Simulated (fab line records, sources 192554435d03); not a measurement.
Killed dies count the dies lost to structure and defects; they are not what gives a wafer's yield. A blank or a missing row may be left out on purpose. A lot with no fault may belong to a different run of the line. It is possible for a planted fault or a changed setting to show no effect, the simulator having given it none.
Struck lot and sound lot, side by side	flow n5-finfet	23 out of 1938 route steps
Sound: wafers L931.3, L931.4, L931.5. Wafers L942.1, L942.2, L942.4 were the ones struck. The cause comes at the end.
Each step with rows lists, per side, the tool, then ch with its chambers, then its first start. Under that, the readings that differ: sound wafers	struck wafers	difference of the means	sigmas: that difference in standard deviations of wafers without a fault.
alike: readings with means less than 2 such deviations apart, plus words and numbers identical on both sides. not compared: withheld readings, readings lacking a value on some wafer, bounds such as >300 that could conceal the same value, and numbers that have no deviation in the record and whose values overlap.
The two part at a step that has a row with sigmas, a row that says differs or no value, or rows on one side only. Numbers that don't overlap but have no deviation are shown without sigmas and don't part them. Lack of a reading on every wafer of one side parts them only where that side has two or more wafers.

first, 9 steps without rows for these wafers: N5_GATE_CUT_DESCUM_18 (chemistry O2, time 7 s); N5_GATE_CUT_ETCH_28 (etches underlayer in N2/H2, target depth 13 nm, time 10.4 s); N5_GATE_CUT_ETCH_36 (etches SiARC in CF4, target depth 13 nm, time 21.7 s); N5_GATE_CUT_ETCH_37 (etches SOC in N2/H2, target depth 60 nm, overetch 12 nm, time 90 s); N5_GATE_CUT_STRIP_38 (strips in N2/H2); N5_GATE_CUT_STRIP_39 (strips in N2/H2); N5_GATE_CUT_HM_OPEN_40 (chemistry C4F6/O2, target SiO2, target depth 139 nm, time 85.1 s); N5_GATE_CUT_STRIP_41 (strips in CF4); N5_GATE_CUT_STRIP_42 (strips in O2).
N5_GATE_CUT_ETCH_19: etches SiNx in CH3F/O2, target depth 53.7 nm, time 76.7 s.
  sound on rie-diel-01 ch 2,3, day 6 14:04; struck on rie-diel-01 ch 0,1,2, day 9 04:53
  no value came back on the struck wafers for any of 8 readings (CH3F_flow_sccm (sccm), O2_flow_sccm (sccm) and others); on the sound wafers CH3F_flow_sccm (sccm) reads 30.01 30.05 29.92
  not compared: rf-hours-counter-h, model.SiO2_of_GATE_CUT_HM_DEP_46.thk-nm
N5_GATE_CUT_CUT_ETCH_53: etches W in SF6/Cl2, target depth 79.2 nm.
  sound on rie-metal-03 ch 0,1, day 6 14:11; struck on rie-metal-02 ch 0,1, day 9 04:59
reading	sound	struck	difference	sigmas
etch-rf-on-time-s (s)	25.8 26.3 26.1	34.3 34.3 34.3	+8.2	+23
oes-product-au (a.u.)	0.76 0.84 0.75	0.26 0.28 0.29	-0.51	-6
throttle-valve-pct (%)	28.90 28.77 28.90	27.44 27.99 28.00	-1.05	-3
  alike: SF6_flow_sccm, bias-w, drypump-motor-current-A
  not compared: rf-hours-counter-h
N5_GATE_CUT_CUT_ETCH_54: etches TiN in Cl2/BCl3, target depth 96.7 nm.
  sound on rie-metal-03 ch 0,1, day 6 14:15; struck on rie-metal-02 ch 0,1, day 9 05:03
reading	sound	struck	difference	sigmas
etch-rf-on-time-s (s)	36.1 37.1 35.9	47.9 47.9 47.9	+11.5	+21
oes-product-au (a.u.)	0.76 0.83 0.76	0.25 0.29 0.29	-0.51	-6
throttle-valve-pct (%)	22.23 22.17 22.23	22.71 23.21 23.21	+0.83	+3
  alike: bcl3-flow-sccm, bias-w, drypump-motor-current-A
  not compared: rf-hours-counter-h
then, 8 steps without rows for these wafers: N5_GATE_CUT_ETCH_47 (etches SiO2 in Cl2/BCl3, target depth 10 nm); N5_GATE_CUT_VAPOR_ETCH_48 (etches TiN in BCl3/Cl2); N5_GATE_CUT_VAPOR_ETCH_49 (etches TiAlC in BCl3/Cl2); N5_GATE_CUT_VAPOR_ETCH_51 (etches HfO2 in BCl3/Cl2); N5_GATE_CUT_STRIP_21 (strips in N2/H2, time 30 s); N5_GATE_CUT_STRIP_29 (strips in post etch residue remover, time 60 s); N5_GATE_CUT_SRD_52 (time 30 s); N5_GATE_CUT_ALD_22 (deposits SiNx, target thk 16 nm, pulse time 1 s, ald cycles 320).
N5_GATE_CUT_CMP_23: polishes, stops on SiO2, t overpolish 23.4 s, target thk 16 nm.
  sound on cmp-03 ch 0,1,3, day 6 16:08; struck on cmp-03 ch 0,1,3, day 9 07:19
  alike: motor-current-A, platen-rpm
  not compared: model.SiO2_of_GATE_CUT_HM_DEP_46.thk-nm
N5_BEOL_M4_RC_MEAS_101:
  the record has rows for the sound wafers here (prober-01 ch 0, day 10 22:42) and none for the struck ones
-- here the record skips 9 days between the struck wafers' starts before and after, leaving off in module BEOL_M4 and picking up in module PASSIVATION (first step shown: number 1936 of the route) --
N5_PASSIVATION_PROBE_49:
  sound on prober-02, day 15 10:17; struck on prober-01, day 18 06:43
reading	sound	struck	difference	sigmas
defect-limited-yield (%)	91.2 91.4 91.4	0 0 0	-91	-61
killed-at-front-end	30 38 35	1102 1094 1122	+1072	+97
killed-dies	104 102 102	1180 1180 1180	+1077	+63
killed-on-rim	16 16 15	152 152 152	+136	+32
sort_bin_5_function (%)	4.7 4.8 4.9	95.8 96.4 97.5	+91.8	+92
sort-n-pass	1076 1078 1078	0 0 0	-1077	-63
sort-yield-pct (%)	91.2 91.4 91.4	0 0 0	-91	-61
  alike: killed_at_M0_to_M3, killed_at_M4_up, killed-at-contacts, killed-at-other, killed-open, killed-short, sort_bin_6_memory

== WHERE THEY PART ==
Earliest at N5_GATE_CUT_ETCH_19; latest, in this record, at N5_PASSIVATION_PROBE_49.

WHY: whatever the simulator had introduced
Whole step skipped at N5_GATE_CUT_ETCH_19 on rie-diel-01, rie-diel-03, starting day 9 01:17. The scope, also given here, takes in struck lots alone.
